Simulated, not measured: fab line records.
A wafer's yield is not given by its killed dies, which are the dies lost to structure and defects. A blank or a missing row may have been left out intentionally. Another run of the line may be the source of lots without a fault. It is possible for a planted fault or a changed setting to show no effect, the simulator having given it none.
fab line records	flow n5Finfet
[record] lots = 8	wafers = 24	lastDay = 18
route steps=1938 shown GATE_CUT@477 BEOL_M4@1111 PASSIVATION@1936
lots that met no fault: from a run of the same line without faults
startH: hours from the record's first day to the start of the lot's first wafer shown	waitH: time in hours since the lot's previous step	" identical to the entry in the row above	L1.1+2: a row that stands for several wafers	- no value, or no start given	* or withheld: withheld	< > ~ a bound
route shown NAME@n: names a module that has steps shown in the file, with the first one's number in the route	usual: mean/standard deviation taken from wafers without a fault	same: alike in all rows	chamber/n: place in a boat	sites: readings site by site	_std_site: standard deviation of those values	_edge_site: mean of outer sites minus mean of inner sites	radiusMm: for every site, how far away it sits from the centre of the wafer	mask NAME#n: copy n	behind: the tool/chamber that last shaped the wafer	hold: reason for holding the lot/hours on hold/outcome of the hold	device: the transistor (n, p or np) that didn't switch	end of line: the same wafers' tests at the end of the route	a step with no rows: only its recipe	killed: dies that structure and defects cost at the first sort, which is not the same as the wafer's yield	map: a wafer's dies, marking killed ones x, the rest . and places with no die _
set.NAME: setting as actually run; set.NAME@STEP: the setting as run at that earlier step	model.NAME: the simulator's own value behind a step, which no gauge read
a sample of lots followed through the steps of the route, with each step as a table and each wafer as a row
services: when a tool's chamber went out of use (startH, in hours from the record's first day, below 0 if earlier), for how many hours, and the reason
[[steps]]
[step N5_GATE_CUT_HM_DEP_46]
[recipe] material = SiO2	targetThkA = 1300	tempC = 400	precursor = TEOS/O2	pressureTorr = 6.5	rfW = 900	teosFlowSccm = 161.4	gas = O2	flowSccm = 2650	timeS = 26.6
[usual] heaterPowerW = 551/110	rfFwdPowerW = 892/3.8	showerheadPlenumPTorr = 8.34/0.032	throttleValvePct = 18.8/0.68
lot.wafer	tool	chamber	startH	waitH	heaterPowerW	rfFwdPowerW	showerheadPlenumPTorr	throttleValvePct
L698.2	pecvd-04	1	96.78	0.0	501	894	8.30	18.9
L698.5	"	1	"	"	513	892	8.28	18.5
L698.6	"	0	"	"	616	885	8.36	19.4
L700.2	pecvd-04	0	106.55	0.0	538	885	8.34	19.0
L700.3	"	2	"	"	474	892	8.39	18.3
L700.6	"	1	"	"	503	893	8.28	19.1
L702.1	pecvd-04	1	121.18	0.0	488	891	8.31	18.9
L702.4	"	1	"	"	492	890	8.30	18.8
L702.5	"	2	"	"	446	892	8.40	18.7
L708.1	pecvd-01	0	154.74	0.0	456	890	8.34	18.9
L708.3	"	1	"	"	541	892	8.38	18.1
L708.4	"	1	"	"	524	891	8.38	18.0
L709.3	pecvd-01	1	160.70	0.0	543	897	8.35	17.6
L709.4	"	0	"	"	481	892	8.35	18.6
L709.5	"	2	"	"	661	898	8.34	18.6
L710.1	pecvd-02	1	165.67	0.0	804	891	8.35	19.5
L710.3	"	2	"	"	756	882	8.32	17.4
L710.4	"	1	"	"	835	892	8.38	19.5
L714.1	pecvd-04	1	204.59	0.0	436	894	8.27	18.8
L714.2	"	0	"	"	675	890	8.35	19.7
L714.3	"	1	"	"	443	897	8.29	18.6
L719.1	pecvd-04	0	222.97	0.0	553	886	8.35	19.5
L719.3	"	1	"	"	448	893	8.27	18.8
L719.6	"	1	"	"	468	892	8.31	18.7
[step N5_GATE_CUT_CD_MEAS_13]
[recipe] targetCdNm = 20	landingEnergyEv = 500	detector = seInlens
[usual] cdNm = 19.97/0.23
[same] landingEnergyEv = 500
lot.wafer	tool	chamber	startH	waitH	cdNm
L698.2	cdSem-01	0	97.11	-	19.68
L698.5	"	0	"	"	19.77
L698.6	"	0	"	"	19.79
L700.2	cdSem-01	0	106.89	-	20.02
L700.3	"	0	"	"	20.08
L700.6	"	0	"	"	20.22
L702.1	cdSem-01	0	121.51	-	19.97
L702.4	"	0	"	"	19.96
L702.5	"	0	"	"	19.88
L708.1	cdSem-02	0	155.09	-	19.90
L708.3	"	0	"	"	20.06
L708.4	"	0	"	"	19.70
L709.3	cdSem-02	0	161.04	-	19.65
L709.4	"	0	"	"	19.84
L709.5	"	0	"	"	20.07
L710.1	cdSem-01	0	166.17	-	19.67
L710.3	"	0	"	"	19.81
L710.4	"	0	"	"	20.22
L714.1	cdSem-02	0	205.07	-	19.96
L714.2	"	0	"	"	20.00
L714.3	"	0	"	"	19.97
L719.1	cdSem-03	0	223.32	-	20.08
L719.3	"	0	"	"	19.89
L719.6	"	0	"	"	20.22
[step N5_GATE_CUT_ETCH_37]
[recipe] chemistry = N2/H2	target = SOC	targetDepthA = 600	overetchA = 120	maskMaterial = SiARC	tempC = 40	timeS = 90	ionEnergyEv = 200	pressureMtorr = 30	sourceW = 840	biasW = 150	n2FlowSccm = 200	h2FlowSccm = 200
[usual] drypumpMotorCurrentA = 5.6/0.57	oesProductAu = 0.69/0.068	rfFwdPowerW = 834/3.1	rfVppV = 524.1/2.2	showerheadPlenumPTorr = 2.55/0.073	throttleValvePct = 17.82/0.2
[same] timeS = 90
lot.wafer	tool	chamber	startH	waitH	drypumpMotorCurrentA	oesProductAu	rfFwdPowerW	rfHoursCounterH	rfVppV	showerheadPlenumPTorr	throttleValvePct
L698.2	rieDiel-06	0	97.32	0.0	6.2	0.69	834	147	521.5	2.42	17.90
L698.5	"	1	"	"	5.1	0.66	840	-	523.8	2.51	17.67
L698.6	"	0	"	"	6.3	0.70	835	-	521.5	2.42	17.91
L700.2	rieDiel-01	2	107.09	0.0	6.0	0.74	836	66	524.0	2.57	17.76
L700.3	"	1	"	"	4.8	0.65	835	175	525.7	2.64	17.76
L700.6	"	0	"	"	5.2	0.70	829	-	524.9	2.55	18.04
L702.1	rieDiel-01	2	121.72	0.0	6.0	0.73	833	70	524.4	2.56	17.73
L702.4	"	0	"	"	5.2	0.69	831	134	523.9	2.55	18.06
L702.5	"	0	"	"	5.2	0.69	827	-	521.9	2.55	18.05
L708.1	rieDiel-03	1	155.30	0.0	5.6	0.84	829	13	526.7	2.60	17.60
L708.3	"	0	"	"	6.5	0.60	834	242	525.1	2.62	17.93
L708.4	"	3	"	"	5.4	0.63	829	200	525.6	2.63	18.02
L709.3	rieDiel-06	2	161.24	0.0	5.0	0.81	835	26	523.2	2.50	17.39
L709.4	"	3	"	"	5.7	0.72	834	-	527.0	2.66	17.65
L709.5	"	2	"	"	5.0	0.81	836	-	522.9	2.50	17.40
L710.1	rieDiel-06	3	166.75	0.0	5.7	0.71	836	100	527.0	2.66	17.68
L710.3	"	0	"	"	6.2	0.69	827	166	521.7	2.41	17.92
L710.4	"	1	"	"	5.1	0.65	841	210	523.8	2.50	17.71
L714.1	rieDiel-01	2	205.28	0.0	6.0	0.71	833	95	524.2	2.55	17.80
L714.2	"	0	"	"	5.2	0.67	833	160	523.2	2.54	18.10
L714.3	"	1	"	"	4.8	0.63	836	204	526.9	2.63	17.83
L719.1	rieDiel-03	1	223.53	0.0	5.7	0.79	835	36	524.9	2.59	17.66
L719.3	"	3	"	"	5.5	0.62	837	224	527.2	2.62	18.07
L719.6	"	3	"	"	5.4	0.62	838	-	525.0	2.62	18.07
[step N5_GATE_CUT_HM_OPEN_40]
[recipe] chemistry = C4F6/O2	target = SiO2	maskMaterial = SiARC	targetDepthA = 1390	timeS = 85.1	ionEnergyEv = 250	pressureMtorr = 30	sourceW = 345	biasW = 185	Ar_flow_sccm = 300	C4F6_flow_sccm = 10	O2_flow_sccm = 10	ends = cleared
[usual] drypumpMotorCurrentA = 5.6/0.56	etchRfOnTimeS = 93.6/2	oes_f_703_au = 0.77/0.071	oesProductAu = 0.70/0.072	rfFwdPowerW = 341.9/1.3	rfVppV = 663/16	showerheadPlenumPTorr = 2.86/0.076	throttleValvePct = 20.94/0.23
lot.wafer	tool	chamber	startH	waitH	drypumpMotorCurrentA	etchRfOnTimeS	oes_f_703_au	oesProductAu	rfFwdPowerW	rfHoursCounterH	rfVppV	showerheadPlenumPTorr	throttleValvePct
L698.2	rieDiel-06	0	97.40	0.0	6.2	92.4	0.76	0.70	342.2	147	670	2.74	21.11
L698.5	"	1	"	"	5.0	95.4	0.76	0.66	341.9	-	641	2.83	20.89
L698.6	"	0	"	"	6.2	94.9	0.76	0.70	342.4	-	670	2.74	21.10
L700.2	rieDiel-01	2	107.17	0.0	6.0	102.3	0.85	0.75	340.4	66	652	2.91	21.06
L700.3	"	1	"	"	4.8	93.3	0.72	0.65	341.4	175	657	2.94	20.82
L700.6	"	0	"	"	5.2	94.4	0.80	0.70	340.7	-	654	2.86	21.24
L702.1	rieDiel-01	2	121.80	0.0	6.0	102.4	0.84	0.75	340.3	70	651	2.91	21.06
L702.4	"	0	"	"	5.2	93.4	0.80	0.70	342.1	134	653	2.86	21.24
L702.5	"	0	"	"	5.2	104.8	0.80	0.71	341.6	-	654	2.86	21.26
L708.1	rieDiel-03	1	155.38	0.0	5.7	93.2	0.91	0.84	340.9	13	658	2.90	20.62
L708.3	"	0	"	"	6.5	92.0	0.66	0.61	341.7	242	686	2.91	20.76
L708.4	"	3	"	"	5.4	92.8	0.71	0.64	343.1	200	656	2.93	21.07
L709.3	rieDiel-06	2	161.32	0.0	5.0	92.0	0.89	0.83	340.4	26	675	2.80	20.46
L709.4	"	3	"	"	5.8	92.5	0.78	0.73	345.7	-	703	2.98	20.83
L709.5	"	2	"	"	5.0	92.1	0.89	0.83	342.3	-	675	2.80	20.49
L710.1	rieDiel-06	3	166.83	0.0	5.7	91.6	0.77	0.73	340.6	100	702	2.98	20.82
L710.3	"	0	"	"	6.3	94.5	0.75	0.69	342.1	166	670	2.73	21.14
L710.4	"	1	"	"	5.1	96.6	0.75	0.65	341.6	210	642	2.82	20.93
L714.1	rieDiel-01	2	205.36	0.0	6.0	91.8	0.81	0.72	340.5	95	653	2.90	21.10
L714.2	"	0	"	"	5.2	90.1	0.78	0.69	340.3	160	654	2.85	21.28
L714.3	"	1	"	"	4.9	96.8	0.70	0.63	343.5	204	656	2.92	20.87
L719.1	rieDiel-03	1	223.61	0.0	5.7	93.3	0.87	0.79	340.7	36	656	2.89	20.66
L719.3	"	3	"	"	5.4	93.8	0.70	0.63	341.7	224	657	2.92	21.12
L719.6	"	3	"	"	5.4	93.2	0.70	0.63	343.2	-	656	2.92	21.12
[step N5_GATE_CUT_STRIP_21]
[recipe] chemistry = N2/H2	timeS = 30	powerW = 1000	tempC = 250	pressureMtorr = withheld	n2FlowSccm = 1750	h2FlowSccm = 3250
[usual] drypumpMotorCurrentA = 5.9/0.48	heaterPowerW = 383/42
[same] timeS = 30
lot.wafer	tool	chamber	startH	waitH	drypumpMotorCurrentA	heaterPowerW	rfHoursCounterH
L698.2	plasmaAsher-02	0	97.92	0.0	5.7	390	36
L698.5	"	0	"	"	5.7	382	-
L698.6	"	1	"	"	6.4	418	-
L700.2	plasmaAsher-02	0	107.69	0.0	5.7	387	38
L700.3	"	0	"	"	5.7	391	-
L700.6	"	1	"	"	6.4	426	-
L702.1	plasmaAsher-02	1	122.32	0.0	6.4	423	40
L702.4	"	0	"	"	5.7	394	-
L702.5	"	1	"	"	6.4	413	-
L708.1	plasmaAsher-01	0	156.14	0.0	6.2	336	113
L708.3	"	0	"	"	6.2	334	-
L708.4	"	1	"	"	4.9	300	-
L709.3	plasmaAsher-02	1	162.13	0.1	6.4	424	-
L709.4	"	0	"	"	5.7	379	-
L709.5	"	0	"	"	5.7	383	-
L710.1	plasmaAsher-02	1	167.35	0.0	6.4	421	50
L710.3	"	1	"	"	6.4	423	-
L710.4	"	0	"	"	5.7	389	-
L714.1	plasmaAsher-01	0	205.95	0.1	6.2	344	121
L714.2	"	1	"	"	4.9	310	121
L714.3	"	1	"	"	5.0	308	-
L719.1	plasmaAsher-01	0	224.13	0.0	6.2	338	124
L719.3	"	0	"	"	6.2	335	-
L719.6	"	0	"	"	6.2	340	-
[step N5_GATE_CUT_THK_MEAS_24]
[recipe] reads = SiO2_of_GATE_CUT_HM_DEP_46+SiO2_flowable_of_ILD0_FCVD_FILL_01
[usual] GC_FILL_THK = 219.8/1.9
lot.wafer	tool	chamber	startH	waitH	GC_FILL_THK[nm]
L698.2	filmMetro-02	-	100.87	-	215.7
L698.5	"	-	"	"	220.2
L698.6	"	-	"	"	219.5
L700.2	filmMetro-02	-	109.63	-	236.7
L700.3	"	-	"	"	218.2
L700.6	"	-	"	"	223.3
L702.1	filmMetro-01	-	124.26	-	236.3
L702.4	"	-	"	"	221.6
L702.5	"	-	"	"	239.3
L708.1	filmMetro-01	-	158.08	-	215.3
L708.3	"	-	"	"	217.5
L708.4	"	-	"	"	219.8
L709.3	filmMetro-02	-	164.05	-	219.4
L709.4	"	-	"	"	220.2
L709.5	"	-	"	"	219.8
L710.1	filmMetro-01	-	169.29	-	220.1
L710.3	"	-	"	"	220.4
L710.4	"	-	"	"	223.2
L714.1	filmMetro-01	-	207.89	-	219.8
L714.2	"	-	"	"	217.7
L714.3	"	-	"	"	220.7
L719.1	filmMetro-02	-	226.07	-	218.1
L719.3	"	-	"	"	223.0
L719.6	"	-	"	"	221.7
[step N5_BEOL_M4_RC_MEAS_101]
[usual] DIBL_N = 36.2/1.6	DIBL_P = 36.5/1.9	IOFF_N = 0.158/0.027	IOFF_P = 0.21/0.038	ION_N = 675/12	ION_P = 464/8.9	SS_N = 71.5/0.61	SS_P = 73.4/0.59	VT_N = 250.4/3	VT_P = -250/3.6
lot.wafer	tool	chamber	startH	waitH	DIBL_N[mV/V]	DIBL_P[mV/V]	IOFF_N[nA/um]	IOFF_P[nA/um]	ION_N[uA/um]	ION_P[uA/um]	SS_N[mV/dec]	SS_P[mV/dec]	VT_N[mV]	VT_P[mV]
L698.2	prober-01	0	170.34	0.2	35.1	35.1	0.140	0.18	670	458	71.4	73.4	250.7	-254
L698.5	"	0	"	"	34.4	34.7	0.130	0.18	663	461	70.9	73.1	255.0	-254
L698.6	"	0	"	"	34.1	33.3	0.114	0.16	656	449	71.2	72.0	254.7	-255
L700.2	prober-02	0	186.05	0.2	34.7	34.0	0.134	0.16	658	450	70.6	72.6	253.2	-257
L700.3	"	0	"	"	36.7	37.3	0.164	0.21	661	457	71.9	73.3	253.0	-250
L700.6	"	0	"	"	35.4	35.1	0.147	0.17	650	446	71.8	72.7	254.2	-256
L702.1	prober-01	0	202.49	0.0	37.8	37.8	0.168	0.21	684	461	72.0	73.6	253.7	-250
L702.4	"	0	"	"	38.4	38.4	0.180	0.22	689	461	71.5	74.4	249.0	-250
L702.5	"	0	"	"	39.3	39.3	0.192	0.24	680	463	71.3	74.3	251.1	-253
L709.3	prober-02	0	249.91	0.3	36.5	35.8	0.149	0.23	669	466	72.0	73.0	250.0	-248
L709.4	"	0	"	"	35.6	35.8	0.133	0.24	668	473	71.4	73.2	252.2	-245
L709.5	"	0	"	"	36.6	36.3	0.158	0.24	687	477	71.9	73.9	248.9	-247
L708.1	prober-02	0	251.76	0.0	34.4	33.6	0.128	0.15	658	446	70.3	72.3	251.3	-258
L708.3	"	0	"	"	37.1	37.9	0.175	0.22	672	456	71.5	74.1	248.8	-250
L708.4	"	0	"	"	36.1	35.3	0.154	0.17	674	456	71.2	72.9	248.4	-251
L710.1	prober-01	0	255.25	0.0	36.2	37.1	0.157	0.25	685	473	70.6	73.1	247.2	-246
L710.3	"	0	"	"	39.3	40.7	0.232	0.31	699	480	72.4	74.5	243.7	-241
L710.4	"	0	"	"	38.4	39.7	0.198	0.31	686	474	71.0	74.5	244.2	-240
L714.1	prober-01	0	281.24	0.0	35.9	35.2	0.144	0.20	699	475	71.7	73.5	248.9	-250
L714.2	"	0	"	"	37.0	37.2	0.162	0.23	691	467	71.6	74.1	248.4	-251
L714.3	"	0	"	"	38.6	40.1	0.212	0.30	705	488	72.1	74.0	245.7	-242
L719.1	prober-01	0	313.01	0.0	38.4	38.9	0.223	0.30	690	478	73.0	74.6	246.9	-245
L719.3	"	0	"	"	36.2	36.3	0.157	0.23	666	461	71.9	73.7	252.2	-248
L719.6	"	0	"	"	36.0	35.3	0.158	0.21	675	461	71.6	72.9	252.8	-252
[step N5_PASSIVATION_PROBE_49]
[usual] defectLimitedYield = 91.3/1.7	killed_at_M0_to_M3 = 33/11	killed_at_M4_up = 14/5.5	killedAtContacts = 13/6.5	killedAtFrontEnd = 39/13	killedAtOther = 3.4/2.9	killedDies = 103/20	killedOpen = 69/15	killedShort = 32/8.1	sort_bin_5_function = 5.1/1.1	sort_bin_6_memory = 3.3/0.74	sort_bin_8_speed = 0.00/0.014	sortNPass = 1077/20	sortYieldPct = 91.3/1.7
[same] grossDies = 1180	killedAtBackSide = 0	sort_bin_4_leakage[%] = 0
lot.wafer	tool	chamber	startH	waitH	defectLimitedYield[%]	killed_at_M0_to_M3	killed_at_M4_up	killedAtContacts	killedAtFrontEnd	killedAtOther	killedDies	killedOpen	killedShort	sort_bin_5_function[%]	sort_bin_6_memory[%]	sort_bin_8_speed[%]	sortNPass	sortYieldPct[%]
L698.2	prober-02	-	282.12	0.1	92.7	23	14	16	33	0	86	62	23	4.6	2.4	0	1094	92.7
L698.5	prober-02	-	282.27	0.2	91.3	34	12	15	42	0	103	72	31	5.3	3.1	0	1077	91.3
L698.6	prober-02	-	282.32	0.3	93.1	31	12	10	27	2	82	50	30	4.7	2.1	0	1098	93.1
L700.2	prober-01	-	305.16	0.1	87.5	37	26	22	56	7	148	97	50	6.9	5.1	0	1032	87.5
L700.3	prober-01	-	305.21	0.1	89.1	49	12	10	47	11	129	74	54	6.7	3.9	0	1051	89.1
L700.6	prober-01	-	305.36	0.3	92.7	26	13	8	31	8	86	60	26	4.4	2.8	0.08	1093	92.6
L702.1	prober-02	-	314.53	0.0	94.2	23	25	0	20	1	69	51	18	3.0	2.7	0	1111	94.2
L702.4	prober-02	-	314.68	0.2	94.8	26	10	3	19	3	61	41	19	2.9	2.0	0	1119	94.8
L702.5	prober-02	-	314.73	0.2	92.7	28	17	2	34	5	86	57	26	4.3	2.7	0	1094	92.7
L709.3	prober-01	-	355.47	0.1	94.2	8	11	6	31	13	69	47	21	3.5	2.4	0	1111	94.2
L709.4	prober-01	-	355.52	0.2	93.3	29	10	1	33	6	79	53	26	4.2	2.2	0	1101	93.3
L709.5	prober-01	-	355.57	0.2	91.6	35	7	7	41	9	99	60	37	5.1	3.0	0	1081	91.6
L710.1	prober-01	-	362.28	0.0	91.9	27	14	6	48	0	95	63	29	4.6	3.1	0	1085	91.9
L710.3	prober-01	-	362.38	0.1	93.6	22	12	7	32	3	76	51	24	3.5	2.5	0	1104	93.6
L710.4	prober-01	-	362.43	0.2	90.2	24	14	9	68	1	116	77	34	5.9	3.6	0	1064	90.2
L708.1	prober-02	-	362.74	0.0	88.7	31	6	13	71	12	133	83	50	6.4	4.6	0	1047	88.7
L708.3	prober-02	-	362.84	0.1	91.3	25	17	21	37	3	103	73	30	5.1	3.6	0	1077	91.3
L708.4	prober-02	-	362.89	0.2	91.1	31	12	14	46	2	105	75	29	5.2	3.4	0	1075	91.1
L714.1	prober-02	-	393.78	0.0	92.1	21	17	9	44	2	93	64	28	4.5	3.1	0	1087	92.1
L714.2	prober-02	-	393.83	0.1	89.7	35	18	23	42	3	121	75	44	5.3	4.6	0	1059	89.7
L714.3	prober-02	-	393.88	0.1	91.5	29	13	20	34	4	100	72	27	4.7	3.4	0	1080	91.5
L719.1	prober-02	-	429.53	0.0	92.5	34	18	8	27	2	89	64	22	4.1	3.1	0	1091	92.5
L719.3	prober-02	-	429.63	0.1	90.0	37	15	14	48	4	118	71	42	5.1	4.6	0	1062	90.0
L719.6	prober-02	-	429.78	0.3	91.3	46	6	5	44	2	103	61	40	4.8	3.3	0	1077	91.3
// killed by level:class
L698.2 MOL_CONTACT_COAG:geometricParticle:open=14 BEOL_M4:geometricParticle:open=7 STI_FIN_REVEAL:geometricParticle:open=6 BEOL_M1:geometricParticle:open=6 FIN_SAQP:geometricParticle:open=5 BEOL_M0_SAQP:geometricParticle:short=4 FIN_SAQP:geometricParticle:short=3 DUMMY_GATE:geometricParticle:open=3
L698.5 STI_FIN_REVEAL:geometricParticle:open=16 MOL_CONTACT_COAG:geometricParticle:open=13 BEOL_M0_SAQP:geometricParticle:short=10 BEOL_M0_SAQP:geometricParticle:open=8 FIN_SAQP:geometricParticle:open=6 GATE_CUT:geometricParticle:short=6 BEOL_M2:geometricParticle:open=5 DUMMY_GATE:geometricParticle:open=4
L698.6 FIN_SAQP:geometricParticle:short=7 BEOL_M2:geometricParticle:open=7 MOL_CONTACT_COAG:geometricParticle:open=6 BEOL_M0_SAQP:geometricParticle:short=6 DUMMY_GATE:geometricParticle:open=5 BEOL_M0:geometricParticle:open=5 BEOL_M4:geometricParticle:open=5 STI_FIN_REVEAL:geometricParticle:open=4
L700.2 MOL_CONTACT_COAG:geometricParticle:open=18 STI_FIN_REVEAL:geometricParticle:open=16 FIN_SAQP:geometricParticle:short=15 BEOL_M4:geometricParticle:open=15 BEOL_M3:geometricParticle:open=10 FIN_SAQP:geometricParticle:open=9 BEOL_M0_SAQP:geometricParticle:short=7 BEOL_M0_SAQP:geometricParticle:open=6
L700.3 FIN_SAQP:geometricParticle:short=11 MOL_CONTACT_COAG:geometricParticle:open=9 BEOL_M1:geometricParticle:open=9 FIN_SAQP:geometricParticle:open=7 STI_FIN_REVEAL:geometricParticle:open=7 BEOL_M0_SAQP:geometricParticle:short=7 BEOL_M0:geometricParticle:open=7 BEOL_M0_SAQP:geometricParticle:open=6
L700.6 FIN_SAQP:geometricParticle:open=10 BEOL_M1:geometricParticle:open=10 FIN_SAQP:geometricParticle:short=9 MOL_CONTACT_COAG:geometricParticle:open=6 BEOL_M3:geometricParticle:open=6 BEOL_M4:geometricParticle:open=5 STI_FIN_REVEAL:geometricParticle:open=4 BEOL_M5:geometricParticle:open=4
L702.1 BEOL_M4:geometricParticle:open=16 BEOL_M3:geometricParticle:open=6 BEOL_M1:geometricParticle:open=4 BEOL_M2:geometricParticle:open=4 FIN_SAQP:geometricParticle:open=3 STI_FIN_REVEAL:geometricParticle:open=3 GATE_CUT:geometricParticle:open=3 BEOL_M0_SAQP:geometricParticle:open=3
L702.4 BEOL_M3:geometricParticle:open=8 BEOL_M2:geometricParticle:open=6 FIN_SAQP:geometricParticle:short=4 STARTING-WAFER:geometricParticle:open=4 BEOL_M4:geometricParticle:open=4 MOL_CONTACT_COAG:geometricParticle:open=3 BEOL_M1:geometricParticle:open=3 BEOL_M3:geometricParticle:short=3
L702.5 BEOL_M4:geometricParticle:open=8 STI_FIN_REVEAL:geometricParticle:open=7 GATE_CUT:geometricParticle:short=6 BEOL_M3:geometricParticle:open=6 BEOL_M1:geometricParticle:open=5 BEOL_M2:geometricParticle:open=4 PAD_METAL:geometricParticle:short=4 FIN_SAQP:geometricParticle:open=3
L709.3 STI_FIN_REVEAL:geometricParticle:open=7 DUMMY_GATE:geometricParticle:open=6 FIN_SAQP:geometricParticle:open=4 BEOL_M4:geometricParticle:short=4 PAD_METAL:geometricParticle:open=4 MOL_CONTACT_COAG:geometricParticle:short=3 MOL_CONTACT_COAG:geometricParticle:open=3 BEOL_M0_SAQP:geometricParticle:open=3
L709.4 BEOL_M2:geometricParticle:open=14 FIN_SAQP:geometricParticle:open=7 FIN_SAQP:geometricParticle:short=6 DUMMY_GATE:geometricParticle:open=6 GATE_CUT:geometricParticle:short=4 BEOL_M1:geometricParticle:open=4 BEOL_M0_SAQP:geometricParticle:open=3 BEOL_M0_SAQP:geometricParticle:short=3
L709.5 FIN_SAQP:geometricParticle:short=9 DUMMY_GATE:geometricParticle:open=9 BEOL_M0_SAQP:geometricParticle:short=8 BEOL_M3:geometricParticle:open=8 MOL_CONTACT_COAG:geometricParticle:open=7 BEOL_M1:geometricParticle:open=7 FIN_SAQP:geometricParticle:open=5 GATE_CUT:geometricParticle:short=5
L710.1 STI_FIN_REVEAL:geometricParticle:open=17 GATE_CUT:geometricParticle:short=11 BEOL_M3:geometricParticle:open=10 GATE_CUT:geometricParticle:open=6 MOL_CONTACT_COAG:geometricParticle:open=6 BEOL_M2:geometricParticle:open=5 FIN_SAQP:geometricParticle:open=4 BEOL_M0_SAQP:geometricParticle:short=4
L710.3 BEOL_M1:geometricParticle:open=9 BEOL_M0_SAQP:geometricParticle:open=6 STI_FIN_REVEAL:geometricParticle:open=5 MOL_CONTACT_COAG:geometricParticle:open=5 BEOL_M4:geometricParticle:open=5 FIN_SAQP:geometricParticle:open=4 DUMMY_GATE:geometricParticle:open=4 GATE_CUT:geometricParticle:short=4
L710.4 STI_FIN_REVEAL:geometricParticle:open=15 STARTING-WAFER:geometricParticle:short=10 GATE_CUT:geometricParticle:short=9 BEOL_M1:geometricParticle:open=9 GATE_CUT:geometricParticle:open=9 MOL_CONTACT_COAG:geometricParticle:open=9 BEOL_M3:geometricParticle:open=6 FIN_SAQP:geometricParticle:open=5
L708.1 FIN_SAQP:geometricParticle:open=20 BEOL_M1:geometricParticle:open=16 STI_FIN_REVEAL:geometricParticle:open=14 FIN_SAQP:geometricParticle:short=11 MOL_CONTACT_COAG:geometricParticle:open=10 BEOL_M0_SAQP:geometricParticle:short=7 GATE_CUT:geometricParticle:short=6 PAD_METAL:geometricParticle:short=5
L708.3 MOL_CONTACT_COAG:geometricParticle:open=18 STI_FIN_REVEAL:geometricParticle:open=11 BEOL_M1:geometricParticle:open=10 FIN_SAQP:geometricParticle:open=7 BEOL_M4:geometricParticle:open=7 FIN_SAQP:geometricParticle:short=6 BEOL_M0_SAQP:geometricParticle:open=5 BEOL_M1:geometricParticle:short=4
L708.4 MOL_CONTACT_COAG:geometricParticle:open=12 STI_FIN_REVEAL:geometricParticle:open=10 DUMMY_GATE:geometricParticle:open=10 BEOL_M4:geometricParticle:open=9 FIN_SAQP:geometricParticle:open=7 BEOL_M0_SAQP:geometricParticle:short=7 BEOL_M2:geometricParticle:open=7 BEOL_M0_SAQP:geometricParticle:open=6
L714.1 FIN_SAQP:geometricParticle:short=10 DUMMY_GATE:geometricParticle:open=10 FIN_SAQP:geometricParticle:open=9 MOL_CONTACT_COAG:geometricParticle:open=7 BEOL_M0_SAQP:geometricParticle:open=7 BEOL_M2:geometricParticle:open=7 BEOL_M4:geometricParticle:open=7 STARTING-WAFER:geometricParticle:short=6
L714.2 MOL_CONTACT_COAG:geometricParticle:open=20 BEOL_M0_SAQP:geometricParticle:short=10 FIN_SAQP:geometricParticle:open=8 FIN_SAQP:geometricParticle:short=8 DUMMY_GATE:geometricParticle:open=8 BEOL_M3:geometricParticle:short=6 BEOL_M2:geometricParticle:open=6 BEOL_M3:geometricParticle:open=5
L714.3 MOL_CONTACT_COAG:geometricParticle:open=18 FIN_SAQP:geometricParticle:open=10 BEOL_M0_SAQP:geometricParticle:short=7 BEOL_M2:geometricParticle:open=7 FIN_SAQP:geometricParticle:short=5 BEOL_M0_SAQP:geometricParticle:open=5 BEOL_M3:geometricParticle:open=5 BEOL_M4:geometricParticle:open=5
L719.1 BEOL_M4:geometricParticle:open=10 BEOL_M0_SAQP:geometricParticle:open=9 BEOL_M1:geometricParticle:open=7 BEOL_M2:geometricParticle:open=7 MOL_CONTACT_COAG:geometricParticle:open=6 DUMMY_GATE:geometricParticle:open=5 BEOL_M0_SAQP:geometricParticle:short=5 FIN_SAQP:geometricParticle:open=4
L719.3 STI_FIN_REVEAL:geometricParticle:open=14 MOL_CONTACT_COAG:geometricParticle:open=12 BEOL_M4:geometricParticle:open=11 BEOL_M0_SAQP:geometricParticle:short=9 FIN_SAQP:geometricParticle:short=8 BEOL_M0_SAQP:geometricParticle:open=8 BEOL_M2:geometricParticle:short=6 BEOL_M2:geometricParticle:open=5
L719.6 STI_FIN_REVEAL:geometricParticle:open=16 BEOL_M0_SAQP:geometricParticle:open=15 FIN_SAQP:geometricParticle:short=12 BEOL_M0_SAQP:geometricParticle:short=9 BEOL_M2:geometricParticle:open=6 FIN_SAQP:geometricParticle:open=4 STI_FIN_REVEAL:geometricParticle:short=4 BEOL_M1:geometricParticle:short=4
[[services]]
tool	chamber	startH	hours	kind
pecvd-01	2	73.69	5.1	repair
rieDiel-03	1	77.68	-	clean
rieDiel-03	1	77.68	-	consumableReplace:focusRing
pecvd-04	2	84.00	2.1	scheduledDown
rieDiel-06	3	84.92	1.6	repair
rieDiel-03	-	116.21	0.6	repair
rieDiel-03	-	123.78	2.8	pm
pecvd-04	-	131.68	1.8	repair
pecvd-04	0	135.29	2.1	scheduledDown
pecvd-04	1	140.31	36.2	repair
pecvd-04	-	141.20	28.1	pm
rieDiel-06	0	160.21	2.8	repair
plasmaAsher-01	-	170.20	11.7	repair
rieDiel-03	0	178.59	-	clean
rieDiel-03	0	178.59	-	consumableReplace:focusRing
pecvd-04	-	179.66	0.3	repair
pecvd-04	-	187.21	3.8	repair
pecvd-04	2	202.38	-	clean
pecvd-04	2	202.38	-	consumableReplace:showerhead
pecvd-04	2	202.38	29.0	scheduledDown
pecvd-04	2	202.38	29.0	ventCycle
plasmaAsher-02	-	203.15	3.0	repair
rieDiel-06	0	213.00	3.4	repair
pecvd-02	-	216.91	14.6	pm
[[key]]
[firstSign] step = N5_GATE_CUT_HM_OPEN_40	reading = etchRfOnTimeS	direction = up	sigmas = 4.8	usual = *	struck = *
[effect] step = N5_GATE_CUT_THK_MEAS_24	reading = GC_FILL_THK	direction = up	sigmas = 9.5	usual = 219.8	struck = 237.4
metAt N5_GATE_CUT_HM_DEP_46
struckLots L700,L702
struckWafers L700.2,L702.1,L702.5
notActingAt N5_GATE_CUT_CD_MEAS_13,N5_GATE_CUT_ETCH_37,N5_GATE_CUT_STRIP_21
onsetBetween 96.78 106.55
[fault] kind = processParameterDrift	tool = pecvd-04	chamber = -	onsetH = 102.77	steps = N5_GATE_CUT_HM_DEP_46	channel = timeS	offset = *	shape = step	endH = 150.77	scope = struckWafersOnly	actsIn = *	stated = *
